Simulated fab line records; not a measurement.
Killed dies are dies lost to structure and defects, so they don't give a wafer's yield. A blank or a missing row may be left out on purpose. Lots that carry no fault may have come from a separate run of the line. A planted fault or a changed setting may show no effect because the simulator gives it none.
3 desks looking at one fault	flow n5-finfet	each desk holds nothing but its own numbers, with what lay behind them at the end

== AT THE METROLOGY DESK ==
What the gauges read for every lot (on any tool): the sampled wafers with a number, averaged. Any lot whose mean is over 4 standard deviations away from the usual mean is out of limits and marked OUT; that distance is given in the brackets. 7 of its 24 readings are shown: the first one out of limits and those lying furthest out on some lot.
Columns: A = cd-nm at N5_BEOL_M13_CD_MEAS_28, usual 209.6 nm; B = COMB_M10 at N5_BEOL_M15_RC_MEAS_101, usual 1.5e-11 S/m; C = COMB_M13 at N5_BEOL_M15_RC_MEAS_101, usual 4.6e-12 S/m; D = COMB_M14 at N5_BEOL_M15_RC_MEAS_101, usual 3.4e-12 S/m; E = COMB_M15 at N5_BEOL_M15_RC_MEAS_101, usual 2.1e-12 S/m; F = SERP_M13 at N5_BEOL_M15_RC_MEAS_101, usual 0.309 ohm/um; G = SERP_M13_max_site at N5_BEOL_M15_RC_MEAS_101, usual 0.313 ohm/um
lot	first seen here	A	B	C	D	E	F	G
L558	day 12 14:02	209.0	2.3e-11	5.4e-12	5.7e-12	2.2e-12	0.312	0.316
L559	day 13 06:43	210.1	1.6e-11	6.6e-12	3.1e-12	2.9e-12	0.307	0.310
L572	day 16 00:44	202.5 (-6.4) OUT	1.5e-11	4.3e-12	2.8e-12	1.7e-12	0.328	0.332
L573	day 16 01:38	203.6 (-5.4) OUT	1.8e-11	5.1e-12	3.2e-12	2.8e-12	0.322	0.326
L576	day 16 19:07	210.4	1.3e-11	5.5e-12	3.6e-12	3.5e-12	0.309	0.313
L575	day 16 19:16	210.2	1.5e-11	4.6e-12	3.4e-12	3.6e-12	0.304	0.307
L577	day 17 11:08	210.0	1.1e-11	5.3e-12	3.1e-12	1.5e-12	0.300	0.303
This desk's verdict: out of limits on L572, L573, starting with L572 at day 16 00:44 (cd-nm at N5_BEOL_M13_CD_MEAS_28). L558, L559, L576, L575, L577 stayed within limits.

== AT THE TOOL OWNER'S DESK: krf-scanner-01 ==
The tool's own readings at N5_BEOL_M13_EXPOSE_25 (exposes mask M13, target cd 210 nm): means of the sampled wafers that have a number, for each lot that ran on this tool. Any lot whose mean is over 4 standard deviations away from the usual mean is out of limits and marked OUT; that distance is given in the brackets.
Columns: A = exposure-dose-mJ-cm2 at N5_BEOL_M13_EXPOSE_25, usual 21.983; B = reticle-temp-C at N5_BEOL_M13_EXPOSE_25, usual 23.00 C
lot	first seen here	A	B
L558	day 12 13:52	21.977	22.98
L559	day 13 06:32	21.937	22.89
L572	day 16 00:34	20.511 (-61) OUT	23.05
L573	day 16 01:28	20.805 (-49) OUT	22.90
This desk's verdict: out of limits on L572, L573, starting with L572 at day 16 00:34 (exposure-dose-mJ-cm2 at N5_BEOL_M13_EXPOSE_25). L558, L559 stayed within limits.

== THE DEFECT DESK ==
Lot by lot, what the route's inspections counted, given as the mean of those sampled wafers with a number. Any lot whose mean is over 4 standard deviations away from the usual mean is out of limits and marked OUT; that distance is given in the brackets.
Columns: A = raw-defect-count at N5_BEOL_M13_INSPECT_30, usual 1.9
lot	first seen here	A
L558	day 12 14:06	1.0
L559	day 13 06:46	2.3
L572	day 16 00:47	2.3
L573	day 16 01:41	2.0
L576	day 16 19:10	2.3
L575	day 16 19:19	2.0
L577	day 17 11:11	0.7
This desk's finding: nothing out of limits on any of the 7 lots.

== BROUGHT TOGETHER ==
The tool owner's desk had the chance to raise an alarm at day 16 00:34 on L572, L573.
Metrology desk: alarm possible at day 16 00:44 on L572, L573.
Nothing the defect desk looked at was out of limits.
The defect desk has L572, L573 on record, within its limits.
Of the lots named, all ran N5_BEOL_M13_EXPOSE_25 on krf-scanner-01.

== WHAT THE SIMULATOR HAD INSERTED ==
Drift in process parameters on krf-scanner-01 at N5_BEOL_M13_EXPOSE_25, starting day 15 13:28. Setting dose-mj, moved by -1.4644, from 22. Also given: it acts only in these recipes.
Shown lots that were struck: L572, L573.
Hours from the fault's start to each desk's first reading out of limits: the tool owner's desk, 11; the metrology desk, 11.
